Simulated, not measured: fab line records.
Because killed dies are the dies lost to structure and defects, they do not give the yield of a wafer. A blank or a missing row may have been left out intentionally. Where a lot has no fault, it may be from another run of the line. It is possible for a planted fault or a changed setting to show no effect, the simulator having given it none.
Split-lot study :: flow n5 finfet :: 7 lots, 21 wafers read, on a route of 1938 steps

== ON THE SPLIT ==
At N5_BEOL_M2_ETCH_70 (etches SOC in N2/H2, target depth 80 nm, overetch 24 nm, time 130 s), the setting source w was moved away from the recipe's 840 W on 8 of the 21 wafers read, by -16.8% to +12.5%. The other wafers ran this setting at the recipe's value.

The split's own step is where the reading is taken.

== THE READING ==
rf vpp V, in V, at N5_BEOL_M2_ETCH_70 (etches SOC in N2/H2, target depth 80 nm, overetch 24 nm, time 130 s). A value of 523.7 V with a standard deviation of 2.7 V is what fault-free wafers of this fab line usually give.

wafer: L079.1
tool, chamber at the split: rie diel-01, 3
source w as run, W: 892.5
against the recipe: +6.2%
rf vpp V, V: 515.6
against lot-mates on the recipe: -5.9

wafer: L079.3
tool, chamber at the split: rie diel-01, 0
source w as run, W: 840
against the recipe: recipe
rf vpp V, V: 521.5
against lot-mates on the recipe: -

wafer: L079.5
tool, chamber at the split: rie diel-01, 3
source w as run, W: 892.5
against the recipe: +6.2%
rf vpp V, V: 515.8
against lot-mates on the recipe: -5.7

wafer: L080.2
tool, chamber at the split: rie diel-01, 3
source w as run, W: 778.5
against the recipe: -7.3%
rf vpp V, V: 539.4
against lot-mates on the recipe: +15.8

wafer: L080.4
tool, chamber at the split: rie diel-01, 2
source w as run, W: 778.5
against the recipe: -7.3%
rf vpp V, V: 538.2
against lot-mates on the recipe: +14.6

wafer: L080.5
tool, chamber at the split: rie diel-01, 1
source w as run, W: 840
against the recipe: recipe
rf vpp V, V: 523.6
against lot-mates on the recipe: -

wafer: L084.2
tool, chamber at the split: rie diel-01, 2
source w as run, W: 762
against the recipe: -9.3%
rf vpp V, V: 541.5
against lot-mates on the recipe: +19.7

wafer: L084.3
tool, chamber at the split: rie diel-01, 1
source w as run, W: 762
against the recipe: -9.3%
rf vpp V, V: 540.1
against lot-mates on the recipe: +18.3

wafer: L084.4
tool, chamber at the split: rie diel-01, 0
source w as run, W: 840
against the recipe: recipe
rf vpp V, V: 521.8
against lot-mates on the recipe: -

wafer: L089.2
tool, chamber at the split: rie diel-04, 3
source w as run, W: 840
against the recipe: recipe
rf vpp V, V: 525.6
against lot-mates on the recipe: -

wafer: L089.3
tool, chamber at the split: rie diel-04, 0
source w as run, W: 840
against the recipe: recipe
rf vpp V, V: 525.3
against lot-mates on the recipe: -

wafer: L089.6
tool, chamber at the split: rie diel-04, 2
source w as run, W: 840
against the recipe: recipe
rf vpp V, V: 525.1
against lot-mates on the recipe: -

wafer: L091.3
tool, chamber at the split: rie diel-05, 0
source w as run, W: 840
against the recipe: recipe
rf vpp V, V: 520.4
against lot-mates on the recipe: -

wafer: L091.5
tool, chamber at the split: rie diel-05, 0
source w as run, W: 840
against the recipe: recipe
rf vpp V, V: 520.1
against lot-mates on the recipe: -

wafer: L091.6
tool, chamber at the split: rie diel-05, 3
source w as run, W: 840
against the recipe: recipe
rf vpp V, V: 525.7
against lot-mates on the recipe: -

wafer: L096.1
tool, chamber at the split: rie diel-04, 3
source w as run, W: 840
against the recipe: recipe
rf vpp V, V: 524.0
against lot-mates on the recipe: -

wafer: L096.4
tool, chamber at the split: rie diel-04, 0
source w as run, W: 699.2
against the recipe: -16.8%
rf vpp V, V: 558.4
against lot-mates on the recipe: +32.0

wafer: L096.5
tool, chamber at the split: rie diel-04, 2
source w as run, W: 840
against the recipe: recipe
rf vpp V, V: 528.8
against lot-mates on the recipe: -

wafer: L097.2
tool, chamber at the split: rie diel-01, 3
source w as run, W: 840
against the recipe: recipe
rf vpp V, V: 525.8
against lot-mates on the recipe: -

wafer: L097.4
tool, chamber at the split: rie diel-01, 1
source w as run, W: 944.7
against the recipe: +12.5%
rf vpp V, V: 504.0
against lot-mates on the recipe: -20.0

wafer: L097.6
tool, chamber at the split: rie diel-01, 0
source w as run, W: 840
against the recipe: recipe
rf vpp V, V: 522.3
against lot-mates on the recipe: -

THE FIT
A straight line over all 21 wafers: rf vpp V changes by -1.82 V for each +1% of source w; r = -0.98; the points scatter about the line by 2.5 V.
The same after taking each lot's own level away (the mean of its wafers on the recipe; 21 wafers): -1.77 V for each +1%; r = -0.98; scatter 2.3 V.
Per that fit: largest source w move, reading shift of 30 V.
Across the lots, their own levels run from 521.50 to 526.40 V, a range of 1.8 times the standard deviation given above.
The two slopes agree, so the slope changes little with the lot-to-lot level.
Check: with one of the wafers moved furthest among these (-16.8%) left out of the fit, the line predicts +30.1 V for it against its lot-mates. Against them it came out at +32 V.
Tool readings at the split's step, against how far the setting was moved: rf vpp V r = -0.98.

== THESE WAFERS: OTHER SPLITS ==
Before the reading, these wafers also passed through other splits. Each is held against what the fit with the lots' levels taken away leaves over:
other split on the same wafers: N5_BEOL_M0_SAQP_EXPOSE_11 dose mj
wafers away from the commonest value: 8
r with rf vpp V (lot level and that fit taken away): -0.17

other split on the same wafers: N5_BEOL_M0_SAQP_ETCH_88 source w
wafers away from the commonest value: 7
r with rf vpp V (lot level and that fit taken away): -0.25

other split on the same wafers: N5_BEOL_M0_CUTY_EXPOSE_54 dose mj
wafers away from the commonest value: 8
r with rf vpp V (lot level and that fit taken away): -0.10

other split on the same wafers: N5_BEOL_M1_COAT_62 spin rpm
wafers away from the commonest value: 8
r with rf vpp V (lot level and that fit taken away): +0.24

== THE FILE'S OWN FIT ==
rf vpp V changes by -1.81 V for each +1% of source w, r = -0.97.
